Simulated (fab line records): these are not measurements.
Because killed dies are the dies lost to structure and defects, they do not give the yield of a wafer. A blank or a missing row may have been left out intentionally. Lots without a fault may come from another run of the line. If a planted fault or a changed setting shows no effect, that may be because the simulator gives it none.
fab line records	flow nand_harc
record lots=24	wafers=72	last_day=25
route steps=1159 shown A_CONTACT@911 A_BLC@977
lots untouched by any fault: they come from a run of this same line in which no faults occurred
start_h: start of the lot's first displayed wafer, in hours after the record's first day	wait_h: hours elapsed since this lot's preceding step	" identical to the entry in the row above	L1.1+2: a row that stands for several wafers	- no value, or no start was given	* or withheld: withheld	< > ~ a bound
route shown NAME@n: NAME is a module with steps in the file, n the number in the route of the first one	usual: average and standard deviation across the fault-free wafers	same: alike in all rows	chamber/n: place in a boat	sites: readings site by site	_std_site: the values' standard deviation	_edge_site: inner sites' mean taken away from outer sites' mean	radius_mm: how far each site lies from the wafer's centre	mask NAME#n: copy n	behind: the tool/chamber that last shaped the wafer	hold: what put the lot on hold/how long, in hours/how the hold closed	device: transistor that didn't switch, given as n, p or np	end of line: tests run on the same wafers once the route is complete	a step with no rows: only its recipe	killed: the dies lost at the first sort to structure and to defects; this is not the yield of the wafer	map: the dies of a wafer, with x for killed, . for not killed, _ for no die there
set.NAME: setting as actually run; set.NAME@STEP: the setting as run at that earlier step	model.NAME: the simulator's own value behind a step, which no gauge read
a sample of lots followed through the steps of the route, with each step as a table and each wafer as a row
services: the hour from which a tool's chamber was out of use, counted from the record's first day as start_h (under 0 if before that day), plus the number of hours and why
## steps
# step NHARC_A_CONTACT_ETCH_131
# recipe source_w=withheld	pressure_mtorr=20	bias_v=1200	time_s=155	target_depth_a=9560	ar_flow_sccm=withheld	c4f8_flow_sccm=withheld	o2_flow_sccm=withheld	chemistry=C4F8/O2/Ar
# usual chamber_pressure_mTorr=20.001/0.019
lot.wafer	tool	chamber	start_h	wait_h	chamber_pressure_mTorr	rf_hours_counter_h
L075.4	har_cap_etch-02	0	378.69	0.3	19.983	-
L075.6	"	0	"	"	20.035	-
L075.5	"	1	"	"	20.008	-
L076.1	har_cap_etch-01	0	379.26	0.1	19.982	57
L076.2	"	1	"	"	19.996	57
L076.5	"	0	"	"	20.016	-
L074.1	har_cap_etch-02	1	388.23	0.1	20.005	10
L074.2	"	0	"	"	20.039	10
L074.6	"	1	"	"	20.028	-
L079.1	har_cap_etch-02	0	404.29	0.1	19.996	13
L079.4	"	0	"	"	19.975	-
L079.3	"	1	"	"	20.037	-
L080.3	har_cap_etch-01	1	409.12	0.1	19.995	-
L080.5	"	0	"	"	20.014	-
L080.6	"	1	"	"	20.007	-
L077.1	har_cap_etch-01	0	413.98	0.1	19.998	63
L077.6	"	1	"	"	19.988	-
L077.5	"	0	"	"	19.994	-
L078.2	har_cap_etch-01	1	423.49	0.1	20.000	64
L078.4	"	1	"	"	19.978	-
L078.3	"	0	"	"	20.009	-
L081.2	har_cap_etch-02	1	425.18	0.1	20.029	16
L081.4	"	0	"	"	19.989	-
L081.5	"	0	"	"	19.990	-
L083.1	har_cap_etch-02	1	437.49	0.1	20.012	18
L083.4	"	1	"	"	19.998	-
L083.6	"	1	"	"	19.989	-
L082.1	har_cap_etch-01	0	438.23	0.1	19.989	67
L082.2	"	1	"	"	19.994	67
L082.3	"	1	"	"	19.983	-
L084.2	har_cap_etch-02	0	443.02	0.1	20.003	20
L084.4	"	0	"	"	19.991	-
L084.6	"	0	"	"	19.997	-
L085.2	har_cap_etch-02	0	451.13	0.1	20.021	22
L085.1	"	1	"	"	19.966	22
L085.4	"	0	"	"	20.005	-
L088.4	har_cap_etch-01	0	451.43	0.1	20.001	-
L088.5	"	1	"	"	19.997	-
L088.6	"	0	"	"	19.995	-
L086.1	har_cap_etch-03	1	462.87	0.2	19.998	98
L086.4	"	0	"	"	19.994	-
L086.5	"	1	"	"	19.973	-
L090.2	har_cap_etch-03	0	472.78	0.2	19.985	101
L090.1	"	1	"	"	20.080	101
L090.4	"	0	"	"	20.013	-
L087.1	har_cap_etch-02	1	473.65	0.1	20.000	26
L087.2	"	0	"	"	20.004	26
L087.4	"	1	"	"	19.994	-
L089.1	har_cap_etch-01	1	475.21	0.1	20.002	75
L089.2	"	0	"	"	19.984	75
L089.5	"	0	"	"	19.983	-
L091.2	har_cap_etch-03	0	479.53	0.2	20.012	102
L091.3	"	0	"	"	19.993	-
L091.6	"	1	"	"	19.987	-
L093.3	har_cap_etch-01	1	495.41	0.1	19.968	-
L093.5	"	0	"	"	19.990	-
L093.6	"	1	"	"	20.005	-
L094.1	har_cap_etch-03	0	497.36	0.1	20.008	106
L094.2	"	1	"	"	19.969	106
L094.6	"	1	"	"	19.998	-
L092.1	har_cap_etch-01	0	498.72	0.1	20.006	79
L092.4	"	1	"	"	20.002	-
L092.3	"	0	"	"	19.985	-
L095.3	har_cap_etch-03	0	504.66	0.1	20.023	-
L095.6	"	1	"	"	20.002	-
L095.5	"	0	"	"	19.981	-
L096.2	har_cap_etch-01	0	513.43	0.1	20.024	82
L096.1	"	1	"	"	20.032	82
L096.4	"	1	"	"	19.999	-
L097.2	har_cap_etch-01	1	527.51	0.1	19.973	84
L097.1	"	0	"	"	19.964	84
L097.4	"	0	"	"	20.015	-
# step NHARC_A_CONTACT_CD_MEAS_08
# recipe target_cd_nm=100	landing_energy_ev=500
# usual cd_nm=100.0/0.49
lot.wafer	tool	chamber	start_h	wait_h	cd_nm
L075.4	cd_sem-02	0	382.59	-	100.3
L075.5	"	0	"	"	99.9
L075.6	"	0	"	"	99.9
L076.1	cd_sem-03	0	383.11	-	99.5
L076.2	"	0	"	"	99.4
L076.5	"	0	"	"	100.5
L074.1	cd_sem-01	0	392.56	-	100.2
L074.2	"	0	"	"	99.3
L074.6	"	0	"	"	100.1
L079.1	cd_sem-02	0	410.01	-	100.5
L079.3	"	0	"	"	99.7
L079.4	"	0	"	"	100.3
L080.3	cd_sem-02	0	413.38	-	99.9
L080.5	"	0	"	"	99.9
L080.6	"	0	"	"	100.0
L077.1	cd_sem-02	0	421.95	-	99.9
L077.5	"	0	"	"	100.3
L077.6	"	0	"	"	100.9
L078.2	cd_sem-03	0	427.63	-	100.2
L078.3	"	0	"	"	100.7
L078.4	"	0	"	"	100.9
L081.2	cd_sem-01	0	430.09	-	99.9
L081.4	"	0	"	"	99.7
L081.5	"	0	"	"	99.3
L083.1	cd_sem-03	0	442.94	-	99.5
L083.4	"	0	"	"	99.4
L083.6	"	0	"	"	99.5
L082.1	cd_sem-02	0	443.25	-	100.7
L082.2	"	0	"	"	100.0
L082.3	"	0	"	"	100.5
L084.2	cd_sem-02	0	447.45	-	99.9
L084.4	"	0	"	"	99.6
L084.6	"	0	"	"	99.2
L085.1	cd_sem-01	0	455.24	-	101.0
L085.2	"	0	"	"	100.4
L085.4	"	0	"	"	100.6
L088.4	cd_sem-03	0	455.58	-	100.7
L088.5	"	0	"	"	99.7
L088.6	"	0	"	"	99.7
L086.1	cd_sem-03	0	467.36	-	99.1
L086.4	"	0	"	"	99.1
L086.5	"	0	"	"	99.9
L090.1	cd_sem-02	0	478.04	-	100.0
L090.2	"	0	"	"	99.6
L090.4	"	0	"	"	99.7
L087.1	cd_sem-02	0	480.34	-	100.8
L087.2	"	0	"	"	101.3
L087.4	"	0	"	"	100.5
L089.1	cd_sem-03	0	483.35	-	100.3
L089.2	"	0	"	"	101.0
L089.5	"	0	"	"	100.4
L091.2	cd_sem-03	0	487.05	-	100.1
L091.3	"	0	"	"	100.1
L091.6	"	0	"	"	100.4
L093.3	cd_sem-01	0	499.57	-	100.8
L093.5	"	0	"	"	100.7
L093.6	"	0	"	"	100.4
L094.1	cd_sem-01	0	502.72	-	100.0
L094.2	"	0	"	"	99.8
L094.6	"	0	"	"	100.0
L092.1	cd_sem-03	0	503.72	-	99.6
L092.3	"	0	"	"	99.6
L092.4	"	0	"	"	99.1
L095.3	cd_sem-03	0	508.52	-	99.8
L095.5	"	0	"	"	99.9
L095.6	"	0	"	"	99.8
L096.1	cd_sem-03	0	517.57	-	99.3
L096.2	"	0	"	"	99.7
L096.4	"	0	"	"	99.4
L097.1	cd_sem-03	0	531.81	-	100.2
L097.2	"	0	"	"	99.7
L097.4	"	0	"	"	100.7
# step NHARC_A_CONTACT_ETCH_137
# recipe source_w=withheld	pressure_mtorr=20	bias_v=3000	time_s=132	target_depth_a=12870	ar_flow_sccm=withheld	c4f8_flow_sccm=withheld	o2_flow_sccm=withheld	chemistry=C4F8/O2/Ar
# usual chamber_pressure_mTorr=20.001/0.017
lot.wafer	tool	chamber	start_h	wait_h	chamber_pressure_mTorr	rf_hours_counter_h
L075.4	har_cap_etch-01	0	384.24	0.1	19.992	-
L075.6	"	0	"	"	19.995	-
L075.5	"	1	"	"	20.006	-
L076.1	har_cap_etch-03	1	384.88	0.1	20.012	87
L076.2	"	0	"	"	20.006	87
L076.5	"	1	"	"	20.018	-
L074.2	har_cap_etch-03	0	394.33	0.1	20.018	88
L074.1	"	1	"	"	20.003	88
L074.6	"	0	"	"	19.976	-
L079.1	har_cap_etch-03	0	412.08	0.1	20.024	90
L079.4	"	1	"	"	20.011	-
L079.3	"	0	"	"	20.013	-
L080.3	har_cap_etch-03	1	415.20	0.1	20.001	-
L080.6	"	1	"	"	20.019	-
L080.5	"	0	"	"	20.008	-
L077.1	har_cap_etch-03	1	423.57	0.1	20.016	91
L077.6	"	1	"	"	20.009	-
L077.5	"	0	"	"	19.999	-
L078.2	har_cap_etch-02	1	429.26	0.1	20.025	17
L078.3	"	0	"	"	19.992	-
L078.4	"	1	"	"	20.007	-
L081.2	har_cap_etch-01	0	431.80	0.1	19.995	66
L081.4	"	1	"	"	20.010	-
L081.5	"	1	"	"	20.021	-
L083.1	har_cap_etch-02	0	444.58	0.1	19.996	21
L083.4	"	0	"	"	20.018	-
L083.6	"	1	"	"	19.992	-
L082.1	har_cap_etch-01	0	444.97	0.1	20.020	69
L082.2	"	1	"	"	19.985	69
L082.3	"	0	"	"	20.035	-
L084.2	har_cap_etch-03	1	449.30	0.1	19.961	95
L084.4	"	0	"	"	20.017	-
L084.6	"	1	"	"	19.983	-
L085.2	har_cap_etch-02	1	456.86	0.1	20.023	23
L085.1	"	0	"	"	20.002	23
L085.4	"	0	"	"	20.013	-
L088.4	har_cap_etch-01	0	457.61	0.1	20.009	-
L088.5	"	0	"	"	20.002	-
L088.6	"	1	"	"	20.002	-
L086.1	har_cap_etch-02	0	469.23	0.1	19.982	25
L086.4	"	1	"	"	20.005	-
L086.5	"	1	"	"	19.985	-
L090.2	har_cap_etch-02	1	479.67	0.1	20.015	27
L090.1	"	0	"	"	20.006	27
L090.4	"	1	"	"	19.987	-
L087.1	har_cap_etch-01	1	481.97	0.1	19.964	76
L087.2	"	0	"	"	20.009	76
L087.4	"	1	"	"	19.990	-
L089.1	har_cap_etch-02	1	485.04	0.1	19.995	27
L089.2	"	0	"	"	19.992	27
L089.5	"	0	"	"	20.013	-
L091.2	har_cap_etch-01	0	488.69	0.1	19.995	77
L091.3	"	1	"	"	20.034	-
L091.6	"	1	"	"	20.001	-
L093.3	har_cap_etch-02	0	501.25	0.1	19.995	-
L093.5	"	1	"	"	20.003	-
L093.6	"	0	"	"	20.007	-
L094.2	har_cap_etch-01	1	504.34	0.1	19.962	80
L094.1	"	0	"	"	20.008	80
L094.6	"	0	"	"	20.013	-
L092.1	har_cap_etch-02	0	505.36	0.1	20.008	31
L092.3	"	1	"	"	20.011	-
L092.4	"	0	"	"	20.035	-
L095.3	har_cap_etch-02	1	510.23	0.1	19.968	-
L095.5	"	0	"	"	20.000	-
L095.6	"	1	"	"	19.997	-
L096.2	har_cap_etch-01	0	519.21	0.1	19.981	83
L096.1	"	1	"	"	19.980	83
L096.4	"	0	"	"	20.012	-
L097.1	har_cap_etch-01	0	533.43	0.1	19.974	85
L097.2	"	1	"	"	20.060	85
L097.4	"	0	"	"	19.999	-
# step NHARC_A_CONTACT_ETCH_139
# recipe source_w=withheld	pressure_mtorr=20	bias_v=400	time_s=137	target_depth_a=5900	ar_flow_sccm=withheld	c4f8_flow_sccm=11.5	o2_flow_sccm=7.2	chemistry=C4F8/O2/Ar
# usual chamber_pressure_mTorr=20.002/0.017
lot.wafer	tool	chamber	start_h	wait_h	chamber_pressure_mTorr	rf_hours_counter_h
L075.4	har_cap_etch-01	0	384.53	0.1	19.993	-
L075.6	"	0	"	"	19.998	-
L075.5	"	1	"	"	19.977	-
L076.1	har_cap_etch-03	1	385.20	0.1	19.998	87
L076.2	"	0	"	"	19.980	87
L076.5	"	1	"	"	19.984	-
L074.2	har_cap_etch-03	0	394.66	0.1	19.986	88
L074.1	"	1	"	"	19.989	88
L074.6	"	0	"	"	20.018	-
L079.1	har_cap_etch-03	0	412.43	0.2	19.968	90
L079.4	"	1	"	"	19.996	-
L079.3	"	0	"	"	20.027	-
L080.3	har_cap_etch-03	1	415.57	0.2	20.013	-
L080.6	"	1	"	"	19.985	-
L080.5	"	0	"	"	19.983	-
L077.1	har_cap_etch-03	1	423.81	0.1	20.010	91
L077.6	"	1	"	"	19.999	-
L077.5	"	0	"	"	20.011	-
L078.2	har_cap_etch-02	1	429.52	0.1	20.003	17
L078.3	"	0	"	"	19.991	-
L078.4	"	1	"	"	20.026	-
L081.2	har_cap_etch-01	0	432.04	0.1	19.996	66
L081.4	"	1	"	"	20.033	-
L081.5	"	1	"	"	20.023	-
L083.1	har_cap_etch-02	0	444.83	0.1	19.992	21
L083.4	"	0	"	"	19.994	-
L083.6	"	1	"	"	20.006	-
L082.1	har_cap_etch-01	0	445.22	0.1	20.000	70
L082.2	"	1	"	"	20.029	70
L082.3	"	0	"	"	20.020	-
L084.2	har_cap_etch-03	1	449.65	0.2	20.007	96
L084.4	"	0	"	"	20.013	-
L084.6	"	1	"	"	19.982	-
L085.2	har_cap_etch-02	1	457.11	0.1	20.007	23
L085.1	"	0	"	"	19.996	23
L085.4	"	0	"	"	19.993	-
L088.4	har_cap_etch-01	0	457.89	0.1	20.004	-
L088.5	"	0	"	"	19.988	-
L088.6	"	1	"	"	19.989	-
L086.1	har_cap_etch-02	0	469.49	0.1	20.013	25
L086.4	"	1	"	"	19.994	-
L086.5	"	1	"	"	19.965	-
L090.2	har_cap_etch-02	1	479.91	0.1	19.999	27
L090.1	"	0	"	"	19.973	27
L090.4	"	1	"	"	19.993	-
L087.1	har_cap_etch-01	1	482.21	0.1	20.018	76
L087.2	"	0	"	"	19.991	76
L087.4	"	1	"	"	19.978	-
L089.1	har_cap_etch-02	1	485.28	0.1	20.012	27
L089.2	"	0	"	"	20.003	27
L089.5	"	0	"	"	20.002	-
L091.2	har_cap_etch-01	0	488.95	0.1	19.983	77
L091.3	"	1	"	"	20.002	-
L091.6	"	1	"	"	19.987	-
L093.3	har_cap_etch-02	0	501.55	0.2	19.994	-
L093.5	"	1	"	"	20.014	-
L093.6	"	0	"	"	20.031	-
L094.2	har_cap_etch-01	1	504.58	0.1	19.978	80
L094.1	"	0	"	"	19.989	80
L094.6	"	0	"	"	19.997	-
L092.1	har_cap_etch-02	0	505.62	0.1	20.013	31
L092.3	"	1	"	"	20.014	-
L092.4	"	0	"	"	19.964	-
L095.3	har_cap_etch-02	1	510.52	0.2	20.015	-
L095.5	"	0	"	"	20.010	-
L095.6	"	1	"	"	19.966	-
L096.2	har_cap_etch-01	0	519.46	0.1	20.019	83
L096.1	"	1	"	"	20.031	83
L096.4	"	0	"	"	19.993	-
L097.1	har_cap_etch-01	0	533.68	0.1	19.981	85
L097.2	"	1	"	"	20.028	85
L097.4	"	0	"	"	19.996	-
# step NHARC_A_BLC_DESCUM_15
# recipe time_s=3	o2_flow_sccm=200	ar_flow_sccm=0	bias_power_w=0	chemistry=O2
# usual chamber_pressure_mTorr=60.00/0.054	drypump_motor_current_A=5.8/0.75	oes_product_au=1.001/0.0082	rf_vpp_V=57.7/0.92	showerhead_plenum_p_Torr=1.91/0.077	throttle_valve_pct=11.310/0.0096
lot.wafer	tool	chamber	start_h	wait_h	chamber_pressure_mTorr	drypump_motor_current_A	oes_product_au	rf_hours_counter_h	rf_vpp_V	showerhead_plenum_p_Torr	throttle_valve_pct
L075.4	rie_diel-05	1	396.30	0.1	60.00	6.4	1.002	5	58.3	1.99	11.294
L075.5	"	0	"	"	59.95	4.7	0.992	-	57.5	1.81	11.325
L075.6	"	1	"	"	59.99	6.4	1.005	-	57.7	1.99	11.298
L076.2	rie_diel-05	1	397.19	0.1	59.87	6.4	1.002	5	56.5	1.99	11.300
L076.1	"	2	"	"	60.05	4.7	0.997	6	56.7	1.81	11.295
L076.5	"	1	"	"	60.02	6.4	0.999	-	59.6	1.99	11.316
L074.2	rie_diel-05	0	407.05	0.1	60.07	4.7	1.001	7	55.3	1.81	11.319
L074.1	"	2	"	"	60.01	4.7	1.007	7	58.2	1.81	11.299
L074.6	"	0	"	"	60.07	4.7	1.002	-	57.6	1.81	11.311
L079.4	rie_diel-06	2	416.29	0.1	59.97	5.5	0.988	15	59.5	2.00	11.306
L079.3	"	3	"	"	59.97	6.4	0.993	14	57.9	1.97	11.306
L079.1	"	0	"	"	59.96	6.5	0.992	13	57.7	1.99	11.307
L080.3	rie_diel-11	0	421.92	0.1	59.98	6.0	1.021	17	58.6	1.92	11.317
L080.6	"	0	"	"	60.06	6.1	1.003	-	57.3	1.92	11.325
L080.5	"	1	"	"	60.01	5.8	1.006	-	57.2	1.92	11.314
L077.1	rie_diel-06	1	427.68	0.1	59.97	6.3	1.000	0	59.0	1.82	11.319
L077.5	"	0	"	"	60.02	6.6	0.986	-	58.9	1.99	11.304
L077.6	"	1	"	"	59.96	6.3	0.996	-	58.6	1.82	11.312
L078.4	rie_diel-05	2	436.67	0.1	59.87	4.7	1.010	9	56.5	1.81	11.305
L078.3	"	3	"	"	59.87	6.4	1.002	9	58.8	1.91	11.300
L078.2	"	0	"	"	60.01	4.7	1.011	9	57.2	1.81	11.310
L081.2	rie_diel-05	0	438.99	0.1	59.97	4.7	1.005	9	57.8	1.81	11.306
L081.4	"	2	"	"	60.06	4.7	0.996	9	57.0	1.81	11.303
L081.5	"	3	"	"	60.00	6.4	1.006	-	57.6	1.91	11.323
L083.4	rie_diel-05	1	448.55	0.1	59.98	6.4	1.001	11	59.3	1.98	11.325
L083.1	"	3	"	"	60.05	6.4	1.002	11	56.5	1.91	11.312
L083.6	"	2	"	"	60.00	4.6	1.000	-	55.7	1.81	11.307
L082.3	rie_diel-06	0	449.31	0.1	60.01	6.6	0.987	2	57.8	1.98	11.326
L082.2	"	1	"	"	60.07	6.3	1.003	2	57.2	1.82	11.308
L082.1	"	3	"	"	60.06	6.4	0.993	2	58.7	1.97	11.332
L084.2	rie_diel-05	2	458.41	0.1	59.88	4.7	0.991	13	57.9	1.81	11.319
L084.4	"	1	"	"	59.96	6.4	1.005	12	57.5	1.98	11.299
L084.6	"	2	"	"	60.01	4.7	0.995	-	56.6	1.81	11.308
L088.4	rie_diel-06	2	466.36	0.1	60.02	5.5	1.008	2	57.4	2.00	11.297
L088.6	"	2	"	"	60.01	5.5	1.009	-	57.8	2.00	11.308
L088.5	"	3	"	"	60.07	6.4	1.005	-	58.6	1.97	11.313
L085.4	rie_diel-05	2	466.65	0.1	59.98	4.7	0.994	14	57.1	1.81	11.305
L085.2	"	3	"	"	59.95	6.4	1.004	14	56.6	1.91	11.320
L085.1	"	0	"	"	59.99	4.7	0.989	14	58.2	1.81	11.310
L086.1	rie_diel-05	0	476.27	0.1	59.94	4.7	0.994	15	57.2	1.81	11.314
L086.4	"	1	"	"	59.98	6.3	1.002	15	58.4	1.98	11.319
L086.5	"	2	"	"	59.95	4.7	0.995	-	57.4	1.81	11.304
L090.1	rie_diel-05	3	490.89	0.1	60.02	6.4	0.994	17	57.1	1.91	11.322
L090.4	"	0	"	"	59.97	4.7	0.997	16	58.6	1.81	11.291
L090.2	"	2	"	"	60.11	4.7	1.009	17	57.2	1.81	11.302
L087.1	rie_diel-05	2	492.50	0.1	59.96	4.7	1.005	18	57.3	1.81	11.312
L087.2	"	3	"	"	59.89	6.4	1.005	17	58.1	1.91	11.304
L087.4	"	1	"	"	60.01	6.3	1.014	17	58.4	1.98	11.317
L089.1	rie_diel-06	3	500.26	0.1	59.98	6.4	1.005	7	58.8	1.97	11.310
L089.2	"	1	"	"	59.97	6.3	1.016	6	56.6	1.81	11.304
L089.5	"	3	"	"	59.97	6.4	1.004	-	58.7	1.97	11.324
L091.3	rie_diel-06	3	507.93	0.1	60.03	6.4	0.988	7	57.9	1.97	11.305
L091.2	"	0	"	"	60.01	6.6	0.988	7	59.2	1.98	11.301
L091.6	"	1	"	"	60.00	6.4	0.997	-	56.9	1.81	11.294
L093.3	rie_diel-06	0	509.08	0.1	60.04	6.6	0.982	7	58.5	1.98	11.304
L093.5	"	3	"	"	59.92	6.4	1.005	-	55.7	1.97	11.316
L093.6	"	0	"	"	59.93	6.6	0.988	-	58.4	1.98	11.318
L094.2	rie_diel-05	2	509.68	0.1	59.96	4.7	0.996	19	55.6	1.81	11.320
L094.1	"	1	"	"	59.96	6.4	1.010	19	59.3	1.98	11.292
L094.6	"	2	"	"	59.99	4.6	0.996	-	56.9	1.81	11.294
L092.1	rie_diel-06	2	510.30	0.1	59.96	5.5	0.991	6	57.5	2.00	11.315
L092.3	"	3	"	"	59.95	6.4	0.990	8	59.0	1.97	11.318
L092.4	"	0	"	"	60.04	6.6	0.990	8	57.2	1.98	11.312
L095.3	rie_diel-06	2	514.63	0.1	59.98	5.5	0.994	7	58.0	2.00	11.305
L095.6	"	3	"	"	59.95	6.4	0.990	-	56.4	1.97	11.303
L095.5	"	0	"	"	60.00	6.6	0.988	-	58.7	1.98	11.307
L096.4	rie_diel-05	2	527.14	0.1	60.03	4.7	0.986	0	57.6	1.81	11.296
L096.1	"	3	"	"	59.93	6.4	1.013	0	57.5	1.91	11.304
L096.2	"	0	"	"	60.06	4.8	1.000	0	56.6	1.81	11.307
L097.1	rie_diel-11	0	537.44	0.1	59.90	6.1	1.013	58	57.7	1.91	11.306
L097.2	"	2	"	"	60.06	5.4	1.003	61	59.0	1.97	11.310
L097.4	"	3	"	"	60.01	5.5	1.000	58	58.5	1.91	11.323
# step NHARC_A_BLC_ETCH_17
# recipe target_depth_a=3900	over_etch_frac=0.25	time_s=609.38	ion_energy_ev=200	n2_flow_sccm=150	h2_flow_sccm=150	ar_flow_sccm=0	rf_w=400	bias_w=150	chemistry=N2/H2
# usual chamber_pressure_mTorr=29.994/0.027	drypump_motor_current_A=5.8/0.75	oes_product_au=1.001/0.007	rf_fwd_power_W=399.7/1.2	rf_vpp_V=430.2/2.5	showerhead_plenum_p_Torr=2.03/0.086	throttle_valve_pct=14.170/0.0097
lot.wafer	tool	chamber	start_h	wait_h	chamber_pressure_mTorr	drypump_motor_current_A	oes_product_au	rf_fwd_power_W	rf_hours_counter_h	rf_vpp_V	showerhead_plenum_p_Torr	throttle_valve_pct
L075.4	rie_diel-05	1	-	-	30.052	6.4	1.003	400.1	5	433.6	2.12	14.161
L075.6	"	2	"	"	29.982	4.7	0.995	399.2	-	427.1	1.93	14.174
L075.5	"	3	"	"	30.034	6.4	0.995	401.5	-	430.3	2.04	14.182
L076.1	rie_diel-05	3	-	-	29.983	6.4	1.006	399.5	6	429.2	2.04	14.161
L076.2	"	0	"	"	30.009	4.7	1.001	401.5	5	427.9	1.93	14.153
L076.5	"	3	"	"	30.015	6.4	1.013	399.3	-	428.9	2.04	14.166
L074.2	rie_diel-05	1	-	-	29.940	6.4	1.002	398.2	7	432.7	2.12	14.164
L074.1	"	3	"	"	30.000	6.4	1.006	399.5	8	431.6	2.04	14.166
L074.6	"	0	"	"	30.014	4.7	1.009	401.3	-	426.2	1.93	14.169
L079.4	rie_diel-06	0	-	-	30.015	6.6	0.980	399.3	14	433.7	2.12	14.165
L079.3	"	2	"	"	29.997	5.5	0.997	399.7	15	431.9	2.13	14.164
L079.1	"	3	"	"	29.986	6.4	0.995	397.6	14	431.6	2.11	14.165
L080.3	rie_diel-11	0	-	-	30.042	6.1	1.021	401.2	17	431.4	2.05	14.172
L080.5	"	1	"	"	29.978	5.8	1.001	400.7	-	432.0	2.05	14.163
L080.6	"	2	"	"	30.019	5.4	1.002	400.6	-	433.2	2.12	14.175
L077.1	rie_diel-06	1	-	-	29.982	6.3	1.000	401.3	0	428.9	1.93	14.176
L077.5	"	3	"	"	30.027	6.4	1.009	398.5	-	432.5	2.11	14.172
L077.6	"	0	"	"	29.994	6.6	0.990	398.5	-	432.9	2.12	14.176
L078.3	rie_diel-05	0	-	-	29.961	4.7	1.003	399.7	9	426.4	1.93	14.175
L078.2	"	1	"	"	29.984	6.4	1.007	400.5	9	432.3	2.12	14.161
L078.4	"	2	"	"	29.991	4.7	1.004	400.7	9	428.0	1.93	14.180
L081.4	rie_diel-05	1	-	-	30.053	6.4	1.009	400.4	9	432.0	2.12	14.168
L081.2	"	3	"	"	29.982	6.4	1.003	399.8	9	430.6	2.04	14.146
L081.5	"	1	"	"	30.022	6.4	0.997	398.7	-	432.8	2.12	14.175
L083.1	rie_diel-05	3	-	-	29.963	6.4	1.006	399.3	11	430.8	2.04	14.153
L083.4	"	1	"	"	29.977	6.4	1.005	400.1	11	432.3	2.12	14.176
L083.6	"	2	"	"	30.004	4.7	0.992	398.3	-	427.0	1.92	14.168
L082.1	rie_diel-06	3	-	-	29.958	6.4	0.997	400.2	2	433.0	2.11	14.160
L082.2	"	0	"	"	29.999	6.6	0.983	398.7	2	433.3	2.12	14.162
L082.3	"	1	"	"	30.003	6.3	0.990	401.1	2	426.9	1.93	14.164
L084.4	rie_diel-05	1	-	-	30.059	6.4	1.004	399.8	12	433.5	2.12	14.168
L084.2	"	2	"	"	30.006	4.7	0.993	398.8	13	427.5	1.92	14.164
L084.6	"	2	"	"	29.954	4.7	0.997	398.9	-	427.6	1.92	14.190
L088.4	rie_diel-06	2	-	-	30.035	5.5	1.014	400.7	2	433.2	2.13	14.170
L088.6	"	2	"	"	30.006	5.5	1.001	399.4	-	432.1	2.13	14.169
L088.5	"	3	"	"	30.027	6.4	1.003	398.1	-	432.8	2.11	14.172
L085.4	rie_diel-05	1	-	-	29.979	6.4	1.016	401.1	14	432.2	2.12	14.167
L085.2	"	3	"	"	29.951	6.4	1.006	399.1	14	430.6	2.03	14.205
L085.1	"	0	"	"	29.994	4.7	0.998	400.2	14	428.3	1.92	14.179
L086.4	rie_diel-05	3	-	-	29.974	6.4	1.015	400.4	15	430.4	2.03	14.166
L086.1	"	1	"	"	29.984	6.4	1.008	398.9	16	431.2	2.12	14.170
L086.5	"	0	"	"	29.991	4.7	1.001	401.8	-	426.8	1.92	14.188
L090.1	rie_diel-05	2	-	-	29.945	4.7	1.003	398.4	18	427.9	1.92	14.182
L090.2	"	0	"	"	29.998	4.7	1.000	399.8	17	427.8	1.92	14.159
L090.4	"	1	"	"	29.971	6.4	1.002	400.1	17	432.5	2.11	14.173
L087.1	rie_diel-05	0	-	-	29.981	4.8	0.995	400.5	17	427.1	1.92	14.163
L087.2	"	2	"	"	29.962	4.7	1.006	401.7	18	427.5	1.92	14.178
L087.4	"	3	"	"	29.960	6.4	1.007	400.1	17	429.7	2.03	14.156
L089.2	rie_diel-06	2	-	-	30.029	5.5	0.996	398.7	5	432.5	2.13	14.163
L089.1	"	3	"	"	30.008	6.4	0.994	401.5	7	432.8	2.10	14.166
L089.5	"	2	"	"	29.999	5.5	0.988	398.0	-	433.6	2.13	14.169
L091.3	rie_diel-06	3	-	-	29.987	6.4	1.001	399.0	7	433.0	2.10	14.183
L091.2	"	0	"	"	30.031	6.6	0.995	401.6	7	433.0	2.12	14.168
L091.6	"	0	"	"	29.997	6.6	1.001	399.5	-	431.9	2.12	14.172
L093.3	rie_diel-06	0	-	-	29.989	6.6	0.998	398.7	7	433.4	2.12	14.179
L093.5	"	0	"	"	29.997	6.6	1.003	399.6	-	432.3	2.12	14.179
L093.6	"	1	"	"	29.989	6.3	1.002	399.4	-	427.7	1.93	14.186
L094.1	rie_diel-05	3	-	-	30.042	6.4	1.003	397.4	19	430.6	2.03	14.174
L094.2	"	1	"	"	30.012	6.4	1.012	397.8	19	432.7	2.11	14.165
L094.6	"	3	"	"	29.987	6.4	0.995	401.1	-	430.0	2.03	14.185
L092.3	rie_diel-06	1	-	-	30.001	6.4	0.999	401.4	8	425.7	1.93	14.157
L092.1	"	2	"	"	30.003	5.5	0.988	398.5	6	432.0	2.13	14.148
L092.4	"	0	"	"	30.032	6.6	0.993	397.2	8	432.7	2.12	14.165
L095.3	rie_diel-06	2	-	-	30.012	5.5	0.993	399.8	7	432.5	2.13	14.176
L095.6	"	1	"	"	29.970	6.3	1.003	398.7	-	427.7	1.93	14.184
L095.5	"	2	"	"	30.020	5.5	1.006	399.0	-	432.0	2.13	14.175
L096.1	rie_diel-05	2	-	-	29.983	4.7	0.996	400.1	0	427.8	1.92	14.175
L096.4	"	3	"	"	30.013	6.4	0.994	396.5	0	429.9	2.03	14.173
L096.2	"	1	"	"	29.989	6.3	0.985	397.7	0	431.7	2.11	14.182
L097.2	rie_diel-11	1	-	-	30.021	5.9	0.997	399.5	58	430.5	2.03	14.155
L097.1	"	2	"	"	29.988	5.4	0.995	399.9	61	432.0	2.10	14.158
L097.4	"	3	"	"	29.993	5.5	0.991	399.7	58	430.9	2.04	14.159
## services
tool	chamber	start_h	hours	kind
rie_diel-11	-	368.53	9.0	pm
rie_diel-05	0	374.11	-	clean
rie_diel-05	1	374.11	-	clean
rie_diel-05	2	374.11	-	clean
rie_diel-05	3	374.11	-	clean
rie_diel-11	2	393.87	1.4	repair
rie_diel-05	0	398.61	-	clean
rie_diel-05	1	398.61	-	clean
rie_diel-05	2	398.61	-	clean
rie_diel-05	3	398.61	-	clean
rie_diel-06	-	418.34	9.0	pm
rie_diel-05	0	423.11	-	clean
rie_diel-05	1	423.11	-	clean
rie_diel-05	2	423.11	-	clean
rie_diel-05	3	423.11	-	clean
rie_diel-06	2	439.07	15.7	repair
rie_diel-11	3	441.22	4.3	repair
rie_diel-05	0	447.61	-	clean
rie_diel-05	1	447.61	-	clean
rie_diel-05	2	447.61	-	clean
rie_diel-11	3	462.50	9.4	repair
rie_diel-05	-	517.61	9.0	pm
rie_diel-11	-	533.87	1.0	repair
har_cap_etch-01	-	534.23	29.4	repair
## key
fault none
